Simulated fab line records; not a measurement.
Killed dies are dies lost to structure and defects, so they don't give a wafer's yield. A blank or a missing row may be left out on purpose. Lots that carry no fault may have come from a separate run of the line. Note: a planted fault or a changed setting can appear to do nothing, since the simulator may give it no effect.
Which of the tools did it? ; flow nand_harc ; 13 lots, 39 wafers sampled, at 5 steps of a route of 1302

## WHAT THE GAUGES SHOWED, per wafer
NHARC_P_ZERO_WELL_INSPECT_43. Usual: raw_defect_count 13, standard deviation 5.7.
lot;measured;on;raw_defect_count;flag
L483;day 2 13:26;defect_inspect-01;12 13 8;
L484;day 2 23:29;defect_inspect-02;19 8 7;
L485;day 3 09:47;defect_inspect-01;17 10 20;
L486;day 3 19:43;defect_inspect-01;15 8 13;
L489;day 5 04:43;defect_inspect-02;9 21 6;
L490;day 5 11:18;defect_inspect-01;18 19 17;
L491;day 5 21:29;defect_inspect-01;14 11 10;
L492;day 6 07:36;defect_inspect-01;17 14 13;
L493;day 6 17:55;defect_inspect-01;14 17 10;
L494;day 7 03:41;defect_inspect-02;14 8 8;
L498;day 8 21:29;defect_inspect-02;17 4 10;
L501;day 10 01:32;defect_inspect-01;11 5 25;
L505;day 11 17:34;defect_inspect-02;8 14 12;

NHARC_END_SORT_01. Usual: killed_at_array 51, standard deviation 17; killed_at_other 1.6, standard deviation 2.1; killed_at_periphery 4, standard deviation 3.2; killed_dies 57, standard deviation 18; killed_open 2.9, standard deviation 1.7; killed_short 2.3, standard deviation 1.3.
lot;measured;on;killed_at_array;killed_at_other;killed_at_periphery;killed_dies;killed_open;killed_short;flag
L498;day 30 20:04;prober-02;62;5;1;68;3;2;

## WHAT TOOL EACH LOT RAN ON (gives the tool, then ch and the chambers of the sampled wafers, and finally the start)
lot;NHARC_P_ZERO_WELL_DESCUM_39;NHARC_P_STI_OXIDE_29;NHARC_P_GATE_ETCH_104
L483;rie_diel-13 ch 0,1,3, day 2 10:08;furnace-03 ch 0, day 2 16:53;rie_diel-05 ch 0,1,2, day 5 05:16
L484;rie_diel-03 ch 0,2, day 2 20:20;furnace-06 ch 0, day 3 02:44;rie_diel-06 ch 1,2, day 6 07:08
L485;rie_diel-03 ch 1,3, day 3 06:21;furnace-06 ch 0, day 3 15:01;rie_diel-06 ch 0,1,3, day 6 06:28
L486;rie_diel-12 ch 0,2, day 3 16:25;furnace-03 ch 0, day 4 00:58;rie_diel-06 ch 0,2, day 6 20:17
L489;rie_diel-03 ch 0,3, day 5 01:23;furnace-06 ch 0, day 5 09:19;rie_diel-05 ch 1,2,3, day 8 04:19
L490;rie_diel-03 ch 0,1, day 5 08:08;furnace-06 ch 0, day 5 17:15;rie_diel-06 ch 1,2, day 8 04:45
L491;rie_diel-12 ch 1,2, day 5 18:19;furnace-03 ch 0, day 6 00:57;rie_diel-02 ch 0,1, day 8 17:49
L492;rie_diel-12 ch 0,1,3, day 6 04:27;furnace-07 ch 0, day 6 13:46;rie_diel-06 ch 1,2, day 9 04:52
L493;rie_diel-12 ch 0,2,3, day 6 14:18;furnace-07 ch 0, day 6 21:52 and furnace-03 ch 0, day 7 04:41;rie_diel-06 ch 1,2, day 9 13:05
L494;rie_diel-03 ch 0,2, day 7 00:15;furnace-06 ch 0, day 7 07:55;rie_diel-05 ch 1,2,3, day 10 01:32
L498;rie_diel-12 ch 0,1, day 8 18:17;furnace-07 ch 0, day 9 01:26 and furnace-06 ch 0, day 9 06:17;rie_diel-06 ch 0,1, day 12 02:40
L501;rie_diel-12 ch 0,1, day 9 22:14;furnace-07 ch 0, day 10 06:34;rie_diel-05 ch 0,1, day 12 23:48
L505;rie_diel-03 ch 1,3, day 11 14:16;furnace-07 ch 0, day 11 21:46;rie_diel-05 ch 0,1,2, day 14 11:34
- NHARC_P_ZERO_WELL_DESCUM_39: chemistry O2, time 3 s.
- NHARC_P_STI_OXIDE_29: material SiO2, target thk 10 nm, ox time 1362 s.
- NHARC_P_GATE_ETCH_104: etches the open film in CF4/CHF3, target depth 60 nm.

## WHAT THE TOOLS THEMSELVES READ (means of the sampled wafers that have a number; where no wafer has one, the mark that the record gives instead)
NHARC_P_ZERO_WELL_DESCUM_39. Usual: drypump_motor_current_A 6.0 A, standard deviation 0.44; mfc_ar_sccm 0.001 sccm, standard deviation 0.0032; oes_product_au 1.000 a.u., standard deviation 0.0066; rf_vpp_V 57.6 V, standard deviation 0.81; showerhead_plenum_p_Torr 1.86 Torr, standard deviation 0.067; throttle_valve_pct 11.311 %, standard deviation 0.0094.
lot;tool;drypump_motor_current_A (A);mfc_ar_sccm (sccm);oes_product_au (a.u.);rf_vpp_V (V);showerhead_plenum_p_Torr (Torr);throttle_valve_pct (%);flag
L483;rie_diel-13;6.3;0.004;0.997;57.3;1.88;11.316;
L484;rie_diel-03;5.7;0.003;0.992;57.8;1.93;11.310;
L485;rie_diel-03;5.8;0.000;0.999;58.1;1.88;11.310;
L486;rie_diel-12;6.2;0.000;0.999;57.1;1.90;11.318;
L489;rie_diel-03;6.1;0.000;1.011;57.8;1.94;11.304;
L490;rie_diel-03;5.5;0.000;1.003;58.0;1.83;11.307;
L491;rie_diel-12;6.2;0.000;1.002;57.9;1.83;11.318;
L492;rie_diel-12;6.1;0.000;1.004;56.8;1.82;11.319;
L493;rie_diel-12;6.1;0.000;1.000;58.3;1.86;11.298;
L494;rie_diel-03;5.7;0.003;0.997;57.3;1.93;11.307;
L498;rie_diel-12;6.3;0.000;0.999;57.6;1.81;11.306;
L501;rie_diel-12;6.2;0.000;1.005;56.8;1.81;11.321;
L505;rie_diel-03;5.5;0.000;1.005;57.5;1.81;11.307;

NHARC_P_GATE_ETCH_104. Usual: drypump_motor_current_A 6.0 A, standard deviation 0.52; mfc_ar_sccm 0.008 sccm, standard deviation 0.011; oes_product_au 0.958 a.u., standard deviation 0.021; rf_vpp_V 370.1 V, standard deviation 2.3; showerhead_plenum_p_Torr 1.56 Torr, standard deviation 0.061; throttle_valve_pct 16.804 %, standard deviation 0.0092.
lot;tool;drypump_motor_current_A (A);mfc_ar_sccm (sccm);oes_product_au (a.u.);rf_vpp_V (V);showerhead_plenum_p_Torr (Torr);throttle_valve_pct (%);flag
L483;rie_diel-05;5.3;0.001;0.968;369.4;1.56;16.805;
L484;rie_diel-06;6.4;0.004;0.924;369.4;1.52;16.794;
L485;rie_diel-06;6.1;0.013;0.974;371.5;1.58;16.807;
L486;rie_diel-06;6.3;0.000;0.969;368.0;1.53;16.805;
L489;rie_diel-05;6.0;0.000;0.972;370.0;1.56;16.803;
L490;rie_diel-06;6.4;0.004;0.959;369.0;1.52;16.807;
L491;rie_diel-02;5.5;0.007;0.975;370.8;1.57;16.800;
L492;rie_diel-06;6.4;0.004;0.973;369.2;1.52;16.812;
L493;rie_diel-06;6.1;0.009;0.970;370.2;1.57;16.803;
L494;rie_diel-05;5.9;0.000;0.973;370.3;1.56;16.801;
L498;rie_diel-06;5.9;0.009;0.953;372.1;1.62;16.802;
L501;rie_diel-05;5.1;0.002;0.924;369.0;1.52;16.803;
L505;rie_diel-05;5.4;0.001;0.926;370.6;1.56;16.800;

## THE ANSWER, worked out from the rows above alone
Rule: lot off if the mean of its wafers having a number is beyond 3 standard deviations from the usual mean. Also off: a lot with no number at a reading for which 4 or more lots have one. Any other lot the step has rows for is counted as sound. First the gauges in route order, then the tools' own readings, where a lot's mean is used as printed above. The first step at which some lot is off is used, and at that step the reading that is off furthest; a lot without a number counts as furthest.
No lot is off at any reading shown: from this, nothing can be told.

## WHAT HAD BEEN PUT IN BY THE SIMULATOR
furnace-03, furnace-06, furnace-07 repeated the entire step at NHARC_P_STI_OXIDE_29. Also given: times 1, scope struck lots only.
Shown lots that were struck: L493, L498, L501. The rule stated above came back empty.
